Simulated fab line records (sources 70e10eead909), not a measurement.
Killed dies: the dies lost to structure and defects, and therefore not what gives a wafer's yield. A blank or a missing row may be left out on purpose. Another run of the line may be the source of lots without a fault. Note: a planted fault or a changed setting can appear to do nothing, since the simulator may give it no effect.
Which tool is to blame? | flow nand harc | 24 lots with 72 wafers sampled at 5 steps, on a route of 1302 steps

## WHAT THE GAUGES READ, wafer by wafer
NHARC_A_CONTACT_INSPECT_71. Usual: raw defect count reads 80 (standard deviation 41).
lot  | measured     | on                | raw defect count | flag
L074 | day 21 09:47 | defect inspect-02 | 60 63 67         |
L075 | day 22 01:55 | defect inspect-02 | 104 133 86       |
L076 | day 22 10:35 | defect inspect-01 | 96 89 90         |
L077 | day 22 13:22 | defect inspect-02 | 73 63 79         |
L078 | day 23 07:27 | defect inspect-01 | 105 112 106      |
L079 | day 23 20:46 | defect inspect-02 | 176 174 141      |
L081 | day 24 23:00 | defect inspect-02 | 15 25 26         |
L082 | day 25 01:45 | defect inspect-01 | 151 164 158      |
L080 | day 25 05:00 | defect inspect-01 | 76 87 72         |
L083 | day 26 03:39 | defect inspect-02 | 105 130 134      |
L085 | day 26 04:17 | defect inspect-01 | 70 73 56         |
L084 | day 26 20:41 | defect inspect-01 | 38 36 40         |
L086 | day 27 05:40 | defect inspect-01 | 20 15 22         |
L087 | day 27 22:44 | defect inspect-02 | 51 42 63         |
L089 | day 27 23:46 | defect inspect-02 | 113 111 123      |
L090 | day 28 02:08 | defect inspect-01 | 89 95 102        |
L088 | day 28 07:43 | defect inspect-01 | 67 67 58         |
L091 | day 29 01:43 | defect inspect-02 | 67 56 55         |
L093 | day 29 16:34 | defect inspect-02 | 83 92 58         |
L094 | day 29 19:46 | defect inspect-01 | 136 104 104      |
L092 | day 29 22:01 | defect inspect-01 | 56 69 65         |
L095 | day 30 07:15 | defect inspect-01 | 29 30 38         |
L097 | day 30 20:47 | defect inspect-01 | 143 114 121      |
L096 | day 30 21:12 | defect inspect-02 | 23 13 14         |

## WHAT TOOL EACH LOT RAN ON (gives the tool, then ch and the chambers of the sampled wafers, and finally the start)
lot  | NHARC_A_CONTACT_ETCH_112             | NHARC_A_CONTACT_ETCH_113             | NHARC_A_CONTACT_ETCH_114             | NHARC_A_CONTACT_ETCH_96
L074 | har cap etch-03 ch 0,1, day 21 00:58 | har cap etch-03 ch 0,1, day 21 01:08 | har cap etch-03 ch 0,1, day 21 01:19 | rie diel-12 ch 1,2,3, day 21 09:47 or earlier
L075 | har cap etch-02 ch 0,1, day 21 17:27 | har cap etch-02 ch 0,1, day 21 17:37 | har cap etch-02 ch 0,1, day 21 17:47 | rie diel-05 ch 0,1, day 22 01:55 or earlier
L076 | har cap etch-03 ch 0,1, day 22 02:26 | har cap etch-03 ch 0,1, day 22 02:37 | har cap etch-03 ch 0,1, day 22 02:47 | rie diel-05 ch 0,2,3, day 22 10:35 or earlier
L077 | har cap etch-02 ch 0,1, day 22 03:01 | har cap etch-02 ch 0,1, day 22 03:14 | har cap etch-02 ch 0,1, day 22 03:28 | rie diel-05 ch 0,1, day 22 13:22 or earlier
L078 | har cap etch-03 ch 0,1, day 22 23:27 | har cap etch-03 ch 0,1, day 22 23:37 | har cap etch-03 ch 0,1, day 22 23:47 | rie diel-12 ch 1,2,3, day 23 07:27 or earlier
L079 | har cap etch-03 ch 0,1, day 23 12:35 | har cap etch-03 ch 0,1, day 23 12:46 | har cap etch-03 ch 0,1, day 23 12:56 | rie diel-06 ch 0,1,3, day 23 20:46 or earlier
L081 | har cap etch-01 ch 0,1, day 24 13:26 | har cap etch-01 ch 0,1, day 24 13:36 | har cap etch-01 ch 0,1, day 24 13:46 | rie diel-05 ch 0,1,2, day 24 23:00 or earlier
L082 | har cap etch-02 ch 0,1, day 24 14:18 | har cap etch-02 ch 0,1, day 24 14:28 | har cap etch-02 ch 0,1, day 24 14:38 | rie diel-06 ch 0,1,2, day 25 01:45 or earlier
L080 | har cap etch-03 ch 0,1, day 24 20:10 | har cap etch-03 ch 0,1, day 24 20:20 | har cap etch-03 ch 0,1, day 24 20:31 | rie diel-05 ch 0,1, day 25 05:00 or earlier
L083 | har cap etch-01 ch 0,1, day 25 18:29 | har cap etch-01 ch 0,1, day 25 18:39 | har cap etch-01 ch 0,1, day 25 18:49 | rie diel-05 ch 0,2,3, day 26 03:39 or earlier
L085 | har cap etch-02 ch 0,1, day 25 18:42 | har cap etch-02 ch 0,1, day 25 18:52 | har cap etch-02 ch 0,1, day 25 19:02 | rie diel-12 ch 0,2,3, day 26 04:17 or earlier
L084 | har cap etch-02 ch 0, day 26 12:24   | har cap etch-02 ch 0, day 26 12:35   | har cap etch-02 ch 0, day 26 12:45   | rie diel-05 ch 0,3, day 26 20:41 or earlier
L086 | har cap etch-03 ch 0,1, day 26 21:30 | har cap etch-03 ch 0,1, day 26 21:40 | har cap etch-03 ch 0,1, day 26 21:50 | rie diel-05 ch 0,1,3, day 27 05:40 or earlier
L087 | har cap etch-01 ch 0,1, day 27 12:44 | har cap etch-01 ch 0,1, day 27 12:55 | har cap etch-01 ch 0,1, day 27 13:05 | rie diel-05 ch 0,2,3, day 27 22:44 or earlier
L089 | har cap etch-03 ch 0,1, day 27 15:44 | har cap etch-03 ch 0,1, day 27 15:54 | har cap etch-03 ch 0,1, day 27 16:04 | rie diel-06 ch 0,3, day 27 23:46 or earlier
L090 | har cap etch-02 ch 0,1, day 27 16:10 | har cap etch-02 ch 0,1, day 27 16:20 | har cap etch-02 ch 0,1, day 27 16:30 | rie diel-05 ch 0,1,3, day 28 02:08 or earlier
L088 | har cap etch-03 ch 0,1, day 27 22:31 | har cap etch-03 ch 0,1, day 27 22:41 | har cap etch-03 ch 0,1, day 27 22:52 | rie diel-05 ch 0,1, day 28 07:43 or earlier
L091 | har cap etch-01 ch 0,1, day 28 17:40 | har cap etch-01 ch 0,1, day 28 17:50 | har cap etch-01 ch 0,1, day 28 18:01 | rie diel-12 ch 1,2,3, day 29 01:43 or earlier
L093 | har cap etch-03 ch 0,1, day 29 08:19 | har cap etch-03 ch 0,1, day 29 08:29 | har cap etch-03 ch 0,1, day 29 08:40 | rie diel-12 ch 1,2,3, day 29 16:34 or earlier
L094 | har cap etch-01 ch 0,1, day 29 08:43 | har cap etch-01 ch 0,1, day 29 08:53 | har cap etch-01 ch 0,1, day 29 09:03 | rie diel-06 ch 1,2,3, day 29 19:46 or earlier
L092 | har cap etch-02 ch 0,1, day 29 12:34 | har cap etch-02 ch 0,1, day 29 12:44 | har cap etch-02 ch 0,1, day 29 12:55 | rie diel-05 ch 0,2,3, day 29 22:01 or earlier
L095 | har cap etch-03 ch 0,1, day 29 23:08 | har cap etch-03 ch 0,1, day 29 23:19 | har cap etch-03 ch 0,1, day 29 23:29 | rie diel-05 ch 0,1, day 30 07:15 or earlier
L097 | har cap etch-03 ch 0,1, day 30 12:34 | har cap etch-03 ch 0,1, day 30 12:44 | har cap etch-03 ch 0,1, day 30 12:54 | rie diel-05 ch 0,2,3, day 30 20:47 or earlier
L096 | har cap etch-01 ch 0,1, day 30 12:48 | har cap etch-01 ch 0,1, day 30 12:58 | har cap etch-01 ch 0,1, day 30 13:08 | rie diel-05 ch 0,3, day 30 21:12 or earlier
- NHARC_A_CONTACT_ETCH_112: etches the open film in C4F8/O2/Ar, time 190 s, target depth 1850 nm.
- NHARC_A_CONTACT_ETCH_113: etches the open film in C4F8/O2/Ar, time 190 s, target depth 1850 nm.
- NHARC_A_CONTACT_ETCH_114: etches the open film in C4F8/O2/Ar, time 190 s, target depth 1850 nm.
- NHARC_A_CONTACT_ETCH_96: etches the open film in C4F6/O2, target depth 20 nm, time 10 s.

## WHAT THE TOOLS THEMSELVES READ (means of the sampled wafers that have a number; where no wafer has one, the mark that the record gives instead)
NHARC_A_CONTACT_ETCH_96. Usual: drypump motor current A 5.9 A, standard deviation 0.41; mfc ar sccm 500.1 sccm, standard deviation 1.8; oes product au 0.975 a.u., standard deviation 0.027; rf vpp V 550 V, standard deviation 3.1; showerhead plenum p Torr 4.06 Torr, standard deviation 0.15; throttle valve pct 26.903 %, standard deviation 0.01.
lot  | tool        | drypump motor current A (A) | mfc ar sccm (sccm) | oes product au (a.u.) | rf vpp V (V) | showerhead plenum p Torr (Torr) | throttle valve pct (%) | flag
L074 | rie diel-12 | 5.9                         | 499.8              | 1.005                 | 549          | 4.01                            | 26.900                 |
L075 | rie diel-05 | 6.2                         | 501.8              | 0.997                 | 551          | 4.13                            | 26.892                 |
L076 | rie diel-05 | 5.7                         | 501.6              | 0.998                 | 551          | 4.11                            | 26.906                 |
L077 | rie diel-05 | 5.9                         | 500.8              | 0.999                 | 551          | 4.13                            | 26.900                 |
L078 | rie diel-12 | 6.0                         | 500.3              | 0.954                 | 549          | 4.00                            | 26.905                 |
L079 | rie diel-06 | 5.7                         | 499.8              | 0.962                 | 544          | 3.81                            | 26.904                 |
L081 | rie diel-05 | 5.9                         | 499.6              | 0.987                 | 552          | 4.16                            | 26.918                 |
L082 | rie diel-06 | 5.4                         | 500.3              | 0.953                 | 548          | 3.93                            | 26.899                 |
L080 | rie diel-05 | 6.2                         | 498.8              | 0.996                 | 551          | 4.13                            | 26.903                 |
L083 | rie diel-05 | 5.6                         | 501.5              | 1.001                 | 551          | 4.11                            | 26.899                 |
L085 | rie diel-12 | 6.0                         | 499.7              | 0.947                 | 549          | 4.03                            | 26.900                 |
L084 | rie diel-05 | 5.6                         | 501.3              | 1.004                 | 549          | 4.09                            | 26.913                 |
L086 | rie diel-05 | 6.0                         | 500.2              | 0.954                 | 550          | 4.07                            | 26.904                 |
L087 | rie diel-05 | 5.7                         | 499.0              | 0.943                 | 551          | 4.10                            | 26.908                 |
L089 | rie diel-06 | 5.7                         | 500.5              | 0.957                 | 543          | 3.75                            | 26.894                 |
L090 | rie diel-05 | 6.0                         | 497.7              | 0.963                 | 550          | 4.07                            | 26.905                 |
L088 | rie diel-05 | 6.2                         | 495.4              | 0.956                 | 550          | 4.12                            | 26.906                 |
L091 | rie diel-12 | 5.9                         | 498.9              | 1.002                 | 547          | 3.97                            | 26.905                 |
L093 | rie diel-12 | 5.9                         | 500.3              | 0.979                 | 548          | 3.97                            | 26.912                 |
L094 | rie diel-06 | 5.5                         | 500.6              | 1.010                 | 547          | 3.92                            | 26.906                 |
L092 | rie diel-05 | 5.7                         | 500.9              | 0.945                 | 550          | 4.10                            | 26.898                 |
L095 | rie diel-05 | 6.2                         | 500.8              | 0.940                 | 550          | 4.11                            | 26.907                 |
L097 | rie diel-05 | 5.7                         | 500.2              | 0.943                 | 550          | 4.09                            | 26.899                 |
L096 | rie diel-05 | 5.7                         | 500.4              | 0.999                 | 549          | 4.01                            | 26.906                 |

## THE ANSWER, worked out from the rows above alone
Rule: a lot is off if the mean of its wafers that have a number lies more than 3 standard deviations from the usual mean. A lot without any number at a reading at which 4 lots or more have one is off too. Any other lot the step has rows for is counted as sound. Order of review: gauges by route order, followed by the tools' own readings, for which a lot's mean as printed above is used. The first step at which some lot is off is used, and at that step the reading that is off furthest; a lot without a number counts as furthest.
Across all readings shown, no lot is off: no conclusion can be drawn from this.

## WHAT THE SIMULATOR HAD PUT IN
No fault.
